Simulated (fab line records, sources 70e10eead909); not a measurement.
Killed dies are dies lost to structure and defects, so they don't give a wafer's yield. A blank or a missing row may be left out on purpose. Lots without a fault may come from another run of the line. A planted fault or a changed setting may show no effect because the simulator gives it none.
Which tool did it? | flow nand_harc | 10 lots, 30 wafers sampled, at 6 steps of a route of 1159

WHAT THE GAUGES READ, wafer by wafer
NHARC_A_BLC_INSPECT_28.
lot  | measured     | on                | raw_defect_count
L829 | day 17 15:10 | defect_inspect-02 | 328 502 397
L828 | day 17 16:47 | defect_inspect-02 | 400 417 420
L832 | day 17 19:41 | defect_inspect-02 | 374 510 390
L833 | day 18 14:33 | defect_inspect-02 | 600 589 585
L836 | day 19 14:19 | defect_inspect-02 | 333 269 302
L840 | day 20 13:41 | defect_inspect-02 | 526 334 466
L843 | day 21 16:08 | defect_inspect-02 | 354 604 664
L848 | day 22 00:19 | defect_inspect-01 | 543 484 424
L850 | day 22 21:25 | defect_inspect-01 | 372 448 435
L849 | day 23 09:09 | defect_inspect-02 | 462 483 409

NHARC_THIN_TSV_CD_MEAS_12: target cd 1000 nm.
lot  | measured     | on        | cd_nm (nm)
L829 | day 19 15:40 | cd_sem-03 | 997.9 1000.6 999.4
L828 | day 19 18:08 | cd_sem-01 | 1000.5 999.7 999.8
L832 | day 19 19:43 | cd_sem-02 | 999.1 998.8 999.7
L833 | day 20 00:16 | cd_sem-01 | 998.2 998.5 998.3
L836 | day 20 21:00 | cd_sem-03 | 1001.6 1000.5 1001.5
L840 | day 21 15:55 | cd_sem-01 | 1001.5 1000.6 1002.6
L843 | day 22 21:11 | cd_sem-01 | 1000.8 1002.6 1002.0
L848 | day 23 04:34 | cd_sem-03 | 1011.7 1011.1 1010.5
L850 | day 24 00:58 | cd_sem-03 | 999.2 1000.4 1000.5
L849 | day 24 10:57 | cd_sem-01 | 1009.1 1009.7 1009.4

NHARC_THIN_TSV_CD_MEAS_37.
lot  | measured     | on        | cd_nm (nm)
L829 | day 19 23:34 | cd_sem-01 | 5000.1 5002.0 5000.6
L828 | day 20 02:01 | cd_sem-03 | 5002.3 5002.7 5001.4
L832 | day 20 03:22 | cd_sem-03 | 4996.1 4997.3 4999.9
L833 | day 20 07:49 | cd_sem-03 | 5000.0 4999.0 4997.5
L836 | day 21 04:29 | cd_sem-02 | 5002.7 5000.5 5000.7
L840 | day 21 23:35 | cd_sem-02 | 5002.1 5000.3 5001.4
L843 | day 23 04:33 | cd_sem-02 | 5002.2 5003.4 5000.9
L848 | day 23 11:56 | cd_sem-01 | 5013.5 5013.8 5011.3
L850 | day 24 08:41 | cd_sem-03 | 5001.0 5002.8 5001.9
L849 | day 24 18:46 | cd_sem-02 | 5008.0 5008.6 5009.4

WHICH TOOL RAN EACH LOT (tool, then ch and the chambers of the sampled wafers, then the start)
lot  | NHARC_A_BLC_ALD_23                  | NHARC_A_M0_ETCH_34                 | NHARC_THIN_TSV_EXPOSE_09
L829 | ald_metal-04 ch 0,1,3, day 17 11:15 | rie_diel-09 ch 1,2,3, day 17 16:19 | krf_scanner-03 ch 0, day 19 15:31
L828 | ald_metal-04 ch 0,1,2, day 17 13:32 | rie_diel-09 ch 0,1,2, day 17 17:58 | krf_scanner-04 ch 0, day 19 17:59
L832 | ald_metal-04 ch 0,1,2, day 17 18:36 | rie_diel-09 ch 1,2,3, day 17 21:14 | krf_scanner-04 ch 0, day 19 19:34
L833 | ald_metal-02 ch 1,3, day 18 11:29   | rie_diel-05 ch 1,2, day 18 15:41   | krf_scanner-03 ch 0, day 20 00:07
L836 | ald_metal-03 ch 0,2,3, day 19 13:12 | rie_diel-09 ch 1,2,3, day 19 15:29 | krf_scanner-03 ch 0, day 20 20:51
L840 | ald_metal-03 ch 2,3, day 20 08:14   | rie_diel-05 ch 1,2, day 20 14:44   | krf_scanner-01 ch 0, day 21 15:46
L843 | ald_metal-04 ch 1,2,3, day 21 14:38 | rie_diel-05 ch 1,2,3, day 21 17:12 | krf_scanner-01 ch 0, day 22 21:02
L848 | ald_metal-02 ch 1,3, day 21 22:28   | rie_diel-09 ch 2,3, day 22 01:35   | krf_scanner-03 ch 0, day 23 04:25
L850 | ald_metal-02 ch 0,1,2, day 22 16:09 | rie_diel-09 ch 0,1,3, day 22 22:56 | krf_scanner-01 ch 0, day 24 00:49
L849 | ald_metal-04 ch 0,2,3, day 23 00:28 | rie_diel-05 ch 0,3, day 23 10:11   | krf_scanner-03 ch 0, day 24 10:48
- NHARC_A_BLC_ALD_23: deposits TiN, target thk 3 nm, pulse time 1 s, ald cycles 150.
- NHARC_A_M0_ETCH_34: etches the open film in N2/H2, target depth 40 nm, overetch 12 nm, time 43.94 s.
- NHARC_THIN_TSV_EXPOSE_09: exposes mask TSV.

WHAT THE TOOLS THEMSELVES READ (means of the sampled wafers that have a number; where no wafer has one, the mark that the record gives instead)
NHARC_A_BLC_ALD_23.
lot  | tool         | heater_power_w (W) | precursor_pulse_height_rel
L829 | ald_metal-04 | 1122               | 0.999
L828 | ald_metal-04 | 1125               | 0.996
L832 | ald_metal-04 | 1106               | 1.009
L833 | ald_metal-02 | 1096               | 1.002
L836 | ald_metal-03 | 973                | 1.011
L840 | ald_metal-03 | 981                | 1.008
L843 | ald_metal-04 | 1195               | 0.993
L848 | ald_metal-02 | 981                | 1.008
L850 | ald_metal-02 | 946                | 0.994
L849 | ald_metal-04 | 1086               | 0.997

NHARC_A_M0_ETCH_34.
lot  | tool        | drypump_motor_current_A (A) | oes_product_au (a.u.) | rf_fwd_power_W (W) | rf_vpp_V (V) | showerhead_plenum_p_Torr (Torr) | throttle_valve_pct (%)
L829 | rie_diel-09 | 5.8                         | 0.999                 | 397.5              | 430.6        | 2.01                            | 14.177
L828 | rie_diel-09 | 5.4                         | 0.993                 | 396.2              | 429.2        | 2.01                            | 14.170
L832 | rie_diel-09 | 5.8                         | 1.001                 | 396.6              | 429.9        | 2.01                            | 14.164
L833 | rie_diel-05 | 5.6                         | 1.004                 | 395.5              | 427.9        | 1.95                            | 14.161
L836 | rie_diel-09 | 5.7                         | 1.006                 | 396.4              | 429.8        | 2.01                            | 14.165
L840 | rie_diel-05 | 6.0                         | 0.988                 | 394.6              | 429.0        | 1.98                            | 14.179
L843 | rie_diel-05 | 5.9                         | 1.007                 | 395.2              | 429.7        | 2.01                            | 14.176
L848 | rie_diel-09 | 6.1                         | 1.006                 | 396.5              | 432.0        | 2.08                            | 14.174
L850 | rie_diel-09 | 5.9                         | 0.996                 | 397.6              | 432.0        | 2.08                            | 14.171
L849 | rie_diel-05 | 6.3                         | 0.997                 | 395.3              | 428.7        | 1.99                            | 14.170

NHARC_THIN_TSV_EXPOSE_09.
lot  | tool           | exposure_dose_mJ_cm2
L829 | krf_scanner-03 | 30.717
L828 | krf_scanner-04 | 30.705
L832 | krf_scanner-04 | 30.748
L833 | krf_scanner-03 | 30.734
L836 | krf_scanner-03 | 30.648
L840 | krf_scanner-01 | 30.699
L843 | krf_scanner-01 | 30.730
L848 | krf_scanner-03 | 44.201
L850 | krf_scanner-01 | 30.690
L849 | krf_scanner-03 | 44.176

THE ANSWER, worked out from the rows above alone
Rule: what is usual is taken from the lots themselves. Put in order of their means at a reading, lots are off if they are a third of the lots or fewer, leave a main group of 4 or more, and stand apart from it by a gap of 3 or more times the standard deviation of the main group's means; of several such gaps the widest counts. A main group whose means are all the same, to the digits that the tables above print for the reading, isn't used. A lot without any number at a reading at which 4 lots or more have one is off too. The other lots that the step has rows for count as sound. The gauges are gone through in route order, then the tools' own readings, and for those a lot's mean is taken as printed above. The first step at which some lot is off is used, and at that step the reading that is off furthest; a lot without a number counts as furthest.
Off: L848, L849, at NHARC_THIN_TSV_CD_MEAS_12 (cd_nm). The main group: mean 1000.2 nm, standard deviation 1.2.
A tool fits if, at a process step before that reading, it ran every lot that is off, and no sound lot after the first of them. The gauges at NHARC_THIN_TSV_CD_MEAS_12 aren't tried: what is off there is off at NHARC_THIN_TSV_EXPOSE_09 too, on other tools, and a gauge's error can't cause that. One fits: krf_scanner-03 at NHARC_THIN_TSV_EXPOSE_09. Its last sound lot is L836 (day 20 20:51), its first lot that is off L848 (day 23 04:25): a fault that began between those two fits.
The tool's own readings at NHARC_THIN_TSV_EXPOSE_09 bear it out: on the lots that are off they differ by more than 5 times the standard deviation of the sound lots' means. exposure_dose_mJ_cm2 reads 44.189 there against 30.709 on the sound lots.

WHAT THE SIMULATOR HAD PUT IN
Process parameter drift: krf_scanner-03, from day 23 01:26 on, at NHARC_THIN_TSV_EXPOSE_09. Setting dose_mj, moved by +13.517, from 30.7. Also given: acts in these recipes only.
Lots struck among those shown: L848, L849. The rule above found the same.
